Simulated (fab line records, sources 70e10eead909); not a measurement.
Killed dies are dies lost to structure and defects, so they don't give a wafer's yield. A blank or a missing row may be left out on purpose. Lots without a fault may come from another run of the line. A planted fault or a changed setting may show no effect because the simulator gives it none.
fab line records | flow nand_harc | part 2 of 2: steps 5 to 6 of 6
record lots=20 wafers=60 last_day=33
route steps=1302 shown A_STAIRCASE@667
lots that met no fault: from a run of the same line without faults
start_h: hours from the record's first day to the start of the lot's first wafer shown | wait_h: hours since the lot's step before | " the same as in the row above | L1.1+2: a row that stands for several wafers | - no value, or no start given | * or withheld: withheld | < > ~ a bound
route shown NAME@n: a module of which the file shows steps, and the number in the route of the first | usual: mean/standard deviation of fault-free wafers | same: alike in all rows | chamber/n: place in a boat | sites: the reading at each site | _std_site: their standard deviation | _edge_site: outer sites' mean less inner sites' | radius_mm: how far each site lies from the wafer's centre | mask NAME#n: copy n | behind: the tool/chamber that last shaped the wafer | hold: why the lot was held/for how many hours/how that ended | device: the transistor (n, p or np) that didn't switch | end of line: the same wafers' tests at the end of the route | a step without rows: its recipe alone | killed: dies lost to structure and defects at the first sort, not the wafer's yield | map: a wafer's dies, x killed, . not, _ none there
set.NAME: the setting as run; set.NAME@STEP: as run at that earlier step | model.NAME: the simulator's own value behind a step, which no gauge read
steps of the route over a sample of lots; a table a step, a row a wafer
services: from which hour (start_h, from the record's first day; less than 0 if before it) a tool's chamber was out of use, for how many hours, and why
## steps
# step NHARC_A_STAIRCASE_DESCUM_270
# recipe time_s=3 o2_flow_sccm=200 ar_flow_sccm=0 bias_power_w=0 chemistry=O2
# usual chamber_pressure_mTorr=60.01/0.058 drypump_motor_current_A=5.9/0.43 o2_flow_sccm=200.0/0.65 oes_product_au=1.003/0.011 rf_vpp_V=57.7/0.84 showerhead_plenum_p_Torr=1.90/0.077 throttle_valve_pct=11.312/0.0093
# same bias_power_w=0
# columns lot.wafer tool chamber start_h wait_h chamber_pressure_mTorr drypump_motor_current_A o2_flow_sccm oes_product_au rf_hours_counter_h rf_vpp_V showerhead_plenum_p_Torr throttle_valve_pct
L074.2 rie_diel-10 3 373.84 - 60.09 6.2 200.5 1.011 43 57.1 1.94 11.301
L074.3 " 0 " " 60.06 6.3 199.0 1.017 41 57.3 1.89 11.315
L074.5 " 1 " " 59.93 6.1 199.3 0.991 - 56.5 1.87 11.301
L076.3 rie_diel-10 3 377.88 - 60.13 6.1 199.5 1.000 46 57.6 1.94 11.289
L076.6 " 1 " " 60.09 6.1 200.9 0.994 - 57.0 1.86 11.299
L076.5 " 2 " " 60.05 5.5 200.9 1.024 - 57.2 1.78 11.307
L077.2 rie_diel-07 1 411.65 - 60.03 6.3 200.5 0.994 30 59.8 1.92 11.305
L077.4 " 0 " " 60.06 5.1 199.8 1.013 20 57.0 1.87 11.324
L077.6 " 2 " " 59.96 5.8 200.2 1.005 - 57.6 1.79 11.306
L079.2 rie_diel-07 3 415.16 - 59.95 6.0 199.9 1.011 30 55.9 1.88 11.316
L079.6 " 0 " " 60.04 5.1 200.4 1.004 - 58.0 1.87 11.316
L079.5 " 1 " " 59.99 6.2 200.6 0.994 - 57.5 1.92 11.325
L080.3 rie_diel-11 1 433.19 - 59.86 6.4 200.3 1.014 59 59.0 1.95 11.315
L080.4 " 3 " " 60.01 6.3 199.8 1.013 60 58.2 1.97 11.315
L080.6 " 2 " " 59.96 5.6 201.2 0.996 - 58.0 1.83 11.303
L082.2 rie_diel-07 3 449.15 - 59.97 6.0 199.9 1.013 48 57.6 1.88 11.298
L082.4 " 0 " " 60.04 5.1 199.5 1.000 34 57.2 1.87 11.312
L082.5 " 3 " " 60.03 6.0 199.4 1.003 - 58.4 1.88 11.302
L081.2 rie_diel-11 2 449.78 - 60.04 5.5 200.2 0.993 1 57.4 1.83 11.299
L081.4 " 1 " " 59.96 6.4 199.2 1.028 1 58.2 1.95 11.315
L081.6 " 2 " " 60.07 5.5 199.9 1.000 - 57.5 1.83 11.314
L084.4 rie_diel-11 2 461.69 - 59.92 5.6 200.6 0.999 5 57.1 1.83 11.309
L084.3 " 1 " " 60.14 6.4 200.6 1.019 5 56.8 1.95 11.307
L084.6 " 3 " " 60.14 6.3 199.6 1.004 - 58.1 1.96 11.329
L083.4 rie_diel-10 3 462.37 - 60.02 6.2 199.0 1.004 8 57.1 1.93 11.312
L083.3 " 0 " " 60.01 6.3 200.0 1.005 7 57.9 1.89 11.299
L083.2 " 1 " " 60.03 6.1 200.3 0.991 8 56.0 1.86 11.312
L085.3 rie_diel-10 1 478.14 - 60.01 6.1 200.6 0.993 17 57.4 1.85 11.310
L085.2 " 3 " " 60.03 6.1 199.4 0.999 13 57.8 1.93 11.304
L085.5 " 2 " " 60.02 5.5 200.2 1.022 - 56.0 2.07 11.313
L088.3 rie_diel-11 3 507.78 - 60.04 6.3 200.0 0.998 18 56.1 1.96 11.304
L088.2 " 2 " " 59.90 5.5 200.0 0.996 19 56.9 1.82 11.317
L088.6 " 0 " " 60.01 5.3 199.6 1.006 - 58.5 2.03 11.304
L089.2 rie_diel-10 0 516.47 - 60.06 6.3 198.6 1.010 25 57.8 1.88 11.316
L089.3 " 1 " " 60.03 6.1 200.4 1.002 29 58.8 1.85 11.323
L089.4 " 3 " " 60.03 6.1 199.7 1.012 23 57.7 1.93 11.297
L090.4 rie_diel-11 1 534.43 - 60.00 6.4 201.1 1.014 30 56.9 1.94 11.315
L090.5 " 1 " " 60.07 6.4 201.0 1.010 - 57.1 1.94 11.304
L090.6 " 2 " " 60.01 5.5 200.1 1.000 - 58.1 1.82 11.309
L091.4 rie_diel-11 1 545.02 - 60.00 6.4 199.5 1.020 34 57.6 1.94 11.299
L091.3 " 3 " " 60.07 6.3 199.8 0.988 32 58.2 1.95 11.316
L091.5 " 0 " " 59.99 5.3 199.4 1.004 - 59.8 2.02 11.313
L092.4 rie_diel-11 3 550.44 - 60.04 6.3 199.8 1.008 34 57.5 1.95 11.298
L092.3 " 0 " " 59.97 5.3 199.5 1.013 37 57.9 2.02 11.320
L092.5 " 1 " " 59.88 6.4 199.0 1.017 - 57.1 1.94 11.306
L093.1 rie_diel-10 3 552.37 - 59.99 6.1 201.3 1.004 39 58.2 1.92 11.314
L093.6 " 3 " " 60.01 6.1 200.6 1.012 - 57.8 1.92 11.324
L093.5 " 0 " " 59.94 6.3 199.3 1.008 - 58.1 1.88 11.316
L094.3 rie_diel-10 2 561.23 - 60.11 5.5 199.6 1.018 40 58.3 2.06 11.306
L094.1 " 0 " " 59.99 6.3 199.4 1.015 42 57.1 1.88 11.302
L094.6 " 2 " " 60.09 5.5 200.3 1.021 - 58.2 2.06 11.310
L095.1 rie_diel-07 3 577.54 - 60.06 6.1 200.3 0.986 29 57.3 1.86 11.302
L095.4 " 0 " " 59.92 5.1 200.8 1.000 32 59.0 1.86 11.334
L095.5 " 2 " " 59.95 5.8 199.4 0.988 - 57.7 1.77 11.307
L096.4 rie_diel-07 2 586.47 - 59.98 5.8 199.7 0.995 31 56.5 1.77 11.316
L096.2 " 3 " " 60.01 6.0 200.2 0.987 31 58.4 1.86 11.321
L096.5 " 3 " " 59.99 6.0 200.1 0.991 - 57.9 1.86 11.305
L097.3 rie_diel-11 3 591.77 - 60.00 6.3 200.2 1.002 44 57.8 1.95 11.298
L097.1 " 0 " " 60.01 5.3 200.6 1.011 47 59.0 2.02 11.305
L097.5 " 1 " " 60.05 6.4 200.2 1.013 - 58.2 1.93 11.318
# step NHARC_A_STAIRCASE_STRIP_274
# recipe o2_flow_sccm=500 ar_flow_sccm=0 bias_w=0 chemistry=O2
# usual chamber_pressure_mTorr=60.00/0.053 drypump_motor_current_A=5.9/0.42 o2_flow_sccm=500.0/1.4 oes_product_au=1.004/0.01 rf_vpp_V=57.8/0.89 showerhead_plenum_p_Torr=3.51/0.13 throttle_valve_pct=17.037/0.0084
# columns lot.wafer tool chamber start_h wait_h chamber_pressure_mTorr drypump_motor_current_A o2_flow_sccm oes_product_au rf_hours_counter_h rf_vpp_V showerhead_plenum_p_Torr throttle_valve_pct
L074.2 rie_diel-10 0 - - 59.98 6.3 500.5 1.017 42 58.3 3.49 17.042
L074.3 " 1 " " 59.87 6.1 502.2 0.997 32 58.7 3.44 17.050
L074.5 " 1 " " 60.01 6.2 501.7 0.991 - 57.4 3.44 17.027
L076.3 rie_diel-10 1 - - 60.01 6.1 500.4 0.993 33 57.9 3.44 17.023
L076.5 " 0 " " 60.01 6.3 502.2 1.002 - 56.3 3.49 17.034
L076.6 " 1 " " 60.12 6.1 499.5 0.991 - 58.9 3.44 17.045
L077.4 rie_diel-07 1 - - 59.95 6.3 498.5 1.001 32 59.3 3.54 17.053
L077.2 " 0 " " 60.01 5.1 501.5 1.009 20 57.9 3.46 17.029
L077.6 " 2 " " 59.90 5.7 501.0 0.996 - 58.1 3.31 17.039
L079.2 rie_diel-07 1 - - 59.98 6.3 502.0 0.995 33 58.4 3.54 17.024
L079.5 " 2 " " 59.94 5.7 495.6 0.992 - 56.0 3.31 17.042
L079.6 " 3 " " 59.99 6.0 499.6 1.009 - 57.6 3.47 17.037
L080.4 rie_diel-10 2 435.48 - 59.98 5.5 499.4 1.004 0 59.0 3.81 17.042
L080.3 " 1 " " 60.00 6.1 501.9 0.996 0 56.8 3.44 17.054
L080.6 " 2 " " 59.94 5.5 501.1 1.008 - 58.0 3.81 17.032
L082.2 rie_diel-07 2 - - 60.02 5.8 500.3 0.987 51 56.5 3.30 17.032
L082.4 " 3 " " 59.98 6.0 499.1 0.995 50 57.7 3.46 17.050
L082.5 " 1 " " 60.01 6.3 499.4 0.984 - 56.6 3.53 17.043
L081.2 rie_diel-11 0 - - 59.98 5.3 501.7 1.004 2 58.8 3.74 17.025
L081.4 " 3 " " 60.05 6.3 499.4 1.008 3 57.9 3.61 17.035
L081.6 " 1 " " 59.93 6.4 500.7 1.020 - 58.2 3.59 17.028
L084.4 rie_diel-11 1 - - 60.11 6.4 498.3 1.013 6 59.6 3.59 17.057
L084.3 " 2 " " 60.00 5.5 501.3 0.994 7 56.6 3.38 17.062
L084.6 " 3 " " 59.97 6.3 499.7 1.015 - 59.7 3.61 17.029
L083.2 rie_diel-10 0 - - 59.88 6.3 500.7 1.013 8 58.4 3.48 17.030
L083.3 " 2 " " 59.97 5.5 501.2 1.017 8 58.8 3.80 17.024
L083.4 " 3 " " 60.03 6.2 499.8 1.005 9 57.1 3.56 17.029
L085.2 rie_diel-10 2 - - 59.93 5.5 501.8 1.027 16 57.7 3.80 17.031
L085.3 " 3 " " 60.03 6.2 500.7 1.005 14 58.7 3.56 17.040
L085.5 " 2 " " 59.96 5.5 500.3 1.021 - 57.9 3.80 17.033
L088.3 rie_diel-11 1 - - 60.06 6.4 500.7 1.011 19 58.2 3.58 17.052
L088.2 " 3 " " 60.00 6.3 499.1 0.996 19 57.3 3.61 17.035
L088.6 " 2 " " 59.99 5.5 499.0 1.004 - 57.7 3.37 17.028
L089.2 rie_diel-10 0 - - 60.00 6.3 500.9 1.013 27 56.9 3.47 17.039
L089.4 " 1 " " 60.00 6.1 498.9 1.000 31 56.4 3.42 17.032
L089.3 " 2 " " 59.91 5.6 500.9 1.019 27 58.3 3.79 17.029
L090.4 rie_diel-11 2 - - 59.99 5.6 499.7 1.002 29 57.3 3.37 17.024
L090.5 " 0 " " 59.98 5.3 501.9 1.024 - 58.0 3.72 17.050
L090.6 " 1 " " 60.02 6.3 500.8 1.019 - 57.9 3.57 17.028
L091.4 rie_diel-11 0 - - 60.06 5.3 499.5 1.006 36 56.9 3.72 17.020
L091.3 " 1 " " 59.99 6.4 499.1 1.022 35 57.8 3.57 17.040
L091.5 " 0 " " 60.06 5.3 499.3 1.011 - 60.2 3.72 17.038
L092.4 rie_diel-11 0 - - 60.02 5.3 499.9 1.008 38 58.1 3.72 17.048
L092.3 " 1 " " 60.07 6.4 500.5 1.023 36 57.5 3.57 17.036
L092.5 " 3 " " 59.99 6.3 505.2 1.007 - 59.4 3.60 17.026
L093.1 rie_diel-10 3 - - 60.04 6.2 501.9 1.012 39 56.7 3.55 17.034
L093.5 " 3 " " 60.05 6.2 500.7 1.013 - 58.1 3.55 17.031
L093.6 " 0 " " 59.99 6.3 499.1 1.008 - 57.9 3.46 17.032
L094.1 rie_diel-10 1 - - 59.96 6.1 498.3 0.993 48 56.4 3.41 17.046
L094.3 " 2 " " 60.00 5.5 501.2 1.008 45 57.1 3.78 17.043
L094.6 " 1 " " 60.01 6.1 499.6 1.003 - 58.3 3.41 17.036
L095.1 rie_diel-07 1 - - 59.97 6.3 500.9 0.993 28 58.3 3.51 17.051
L095.4 " 3 " " 60.01 6.0 499.5 0.988 30 57.3 3.44 17.030
L095.5 " 0 " " 59.99 5.1 499.7 1.002 - 57.2 3.43 17.031
L096.2 rie_diel-07 0 - - 59.98 5.1 501.7 1.006 35 56.4 3.43 17.039
L096.4 " 1 " " 60.01 6.3 500.0 0.990 31 57.8 3.51 17.043
L096.5 " 3 " " 59.99 6.0 500.4 0.988 - 57.4 3.44 17.043
L097.3 rie_diel-11 0 - - 59.89 5.3 499.7 1.018 49 58.3 3.71 17.034
L097.1 " 1 " " 60.04 6.4 500.1 1.022 47 56.3 3.56 17.042
L097.5 " 3 " " 60.07 6.3 498.4 0.997 - 58.1 3.59 17.045
## services
# columns tool chamber start_h hours kind
rie_diel-07 2 347.87 6.1 repair
rie_diel-11 - 351.69 0.6 repair
rie_diel-10 1 355.09 12.8 repair
rie_diel-10 0 355.58 - clean
rie_diel-10 2 355.58 - clean
rie_diel-10 3 355.58 - clean
rie_diel-10 0 380.08 - clean
rie_diel-10 1 380.08 - clean
rie_diel-10 2 380.08 - clean
rie_diel-10 3 380.08 - clean
rie_diel-11 2 395.11 2.1 repair
rie_diel-10 0 404.58 - clean
rie_diel-10 1 404.58 - clean
rie_diel-10 2 404.58 - clean
rie_diel-10 3 404.58 - clean
rie_diel-10 - 425.53 9.0 pm
rie_diel-10 0 425.53 9.0 vent_cycle
rie_diel-11 - 434.90 9.0 pm
rie_diel-10 2 450.87 4.9 repair
rie_diel-07 - 453.36 0.3 repair
rie_diel-07 1 458.45 2.3 repair
rie_diel-07 1 461.42 3.5 repair
rie_diel-07 - 473.11 9.0 pm
rie_diel-10 2 582.99 5.5 repair
